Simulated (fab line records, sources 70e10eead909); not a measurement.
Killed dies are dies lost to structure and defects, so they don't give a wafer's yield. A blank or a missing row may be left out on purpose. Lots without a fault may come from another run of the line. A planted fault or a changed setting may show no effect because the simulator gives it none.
Which tool did it? | flow nand_harc | 11 lots, 31 wafers sampled, at 1 step of a route of 1302

WHAT THE GAUGES READ, wafer by wafer
NHARC_P_GATE_INSPECT_28.
lot  | measured     | on                | raw_defect_count
L987 | day 5 05:48  | defect_inspect-01 | 5 6 8
L989 | day 5 16:19  | defect_inspect-02 | 8 10 8
L990 | day 6 08:27  | defect_inspect-01 | 5 6 6
L991 | day 6 22:43  | defect_inspect-01 | 6 4 4
L993 | day 7 13:55  | defect_inspect-01 | 7 9 3
L994 | day 8 05:57  | defect_inspect-02 | 3 8 9
L996 | day 8 19:57  | defect_inspect-02 | 2 10 7
L997 | day 9 01:55  | defect_inspect-01 | 2 4 1
L998 | day 9 16:27  | defect_inspect-02 | 1 5 7
L102 | day 11 05:56 | defect_inspect-01 | 6
L109 | day 14 09:54 | defect_inspect-01 | 4 7 7

WHICH TOOL RAN EACH LOT (tool, then ch and the chambers of the sampled wafers, then the start)
The record holds no process step before these readings.

THE ANSWER, worked out from the rows above alone
Rule: what is usual is taken from the lots themselves. Put in order of their means at a reading, lots are off if they are a third of the lots or fewer, leave a main group of 4 or more, and stand apart from it by a gap of 3 or more times the standard deviation of the main group's means; of several such gaps the widest counts. A main group whose means are all the same, to the digits that the tables above print for the reading, isn't used. A lot without any number at a reading at which 4 lots or more have one is off too. The other lots that the step has rows for count as sound.
No lot is off at any reading shown: from this, nothing can be told.

WHAT THE SIMULATOR HAD PUT IN
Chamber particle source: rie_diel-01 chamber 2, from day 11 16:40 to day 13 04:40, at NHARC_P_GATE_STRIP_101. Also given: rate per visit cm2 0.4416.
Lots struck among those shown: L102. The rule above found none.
